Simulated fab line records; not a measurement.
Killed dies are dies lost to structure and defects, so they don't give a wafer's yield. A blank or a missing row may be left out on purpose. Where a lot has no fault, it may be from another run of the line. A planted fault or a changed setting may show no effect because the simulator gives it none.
Split-lot experiment ; flow n5Finfet ; route with 1938 steps; 7 lots, 21 wafers read

== THE SPLIT ITSELF ==
At N5_BEOL_M4_EXPOSE_25 (exposes mask V3, defocus 5 nm), the setting doseMj was moved away from the recipe's 63 on 8 of the 21 wafers read, by -5.0% to +6.7%. For the rest of the wafers, this setting stayed at what the recipe calls for.

== FROM THE SPLIT TO THE READING: what the file shows between them, 2 steps ==
- N5_BEOL_M4_PEB_26: peb time 60 s
- N5_BEOL_M4_DEVELOP_27: develop time 30 s

== THE READING ==
cdNm, in nm, at N5_BEOL_M4_CD_MEAS_28 (target cd 26.2 nm, target cd y 24.1 nm). Fault-free wafers of this fab line usually give 26.18 nm, standard deviation 0.26 nm.

wafer;tool, chamber at the split;doseMj as run;against the recipe;cdNm, nm;against lot-mates on the recipe
L077.1;euvScanner-02, 0;63;recipe;25.85;-
L077.3;euvScanner-02, 0;63;recipe;25.92;-
L077.4;euvScanner-02, 0;61.44;-2.5%;25.26;-0.62
L080.1;euvScanner-02, 0;63;recipe;26.35;-
L080.3;euvScanner-02, 0;63;recipe;25.69;-
L080.4;euvScanner-02, 0;61.65;-2.1%;25.65;-0.37
L082.1;euvScanner-02, 0;63;recipe;26.33;-
L082.4;euvScanner-02, 0;63;recipe;26.35;-
L082.6;euvScanner-02, 0;63;recipe;26.63;-
L086.2;euvScanner-02, 0;59.83;-5.0%;25.42;-0.86
L086.4;euvScanner-02, 0;59.83;-5.0%;25.36;-0.92
L086.6;euvScanner-02, 0;63;recipe;26.28;-
L091.1;euvScanner-02, 0;63;recipe;25.99;-
L091.2;euvScanner-02, 0;63;recipe;26.10;-
L091.3;euvScanner-02, 0;63;recipe;26.15;-
L094.3;euvScanner-01, 0;63;recipe;26.44;-
L094.5;euvScanner-01, 0;65.88;+4.6%;26.98;+0.54
L094.6;euvScanner-01, 0;65.88;+4.6%;27.11;+0.67
L095.2;euvScanner-02, 0;67.22;+6.7%;27.52;+1.41
L095.3;euvScanner-02, 0;67.22;+6.7%;27.19;+1.08
L095.6;euvScanner-02, 0;63;recipe;26.11;-

THE FIT
A straight line over all 21 wafers: cdNm changes by +0.183 nm for each +1% of doseMj; r = +0.92; the points scatter about the line by 0.25 nm.
The same after taking each lot's own level away (the mean of its wafers on the recipe; 21 wafers): +0.175 nm for each +1%; r = +0.96; scatter 0.16 nm.
That fit puts the effect of the largest move of doseMj on the reading at 1.2 nm.
From 25.885 to 26.440 nm: that is the span of the lots' own levels, equal to 2.1 times the standard deviation above.
So the lot-to-lot level changes the slope little: the two slopes agree.
Check: with one of the wafers moved furthest among these (+6.7%) left out of the fit, the line predicts +1.06 nm for it against its lot-mates. It came out at +1.41 nm against them.

== THE OTHER SPLITS THESE WAFERS WENT THROUGH ==
Note: prior to the reading, these wafers also went through further splits. Each is held against what the fit with the lots' levels taken away leaves over:
other split on the same wafers;wafers away from the commonest value;r with cdNm (lot level and that fit taken away)
N5_BEOL_M4_COAT_67 spinRpm;7;+0.02

== FILE'S OWN FIT ==
cdNm changes by +0.176 nm for each +1% of doseMj, r = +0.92.
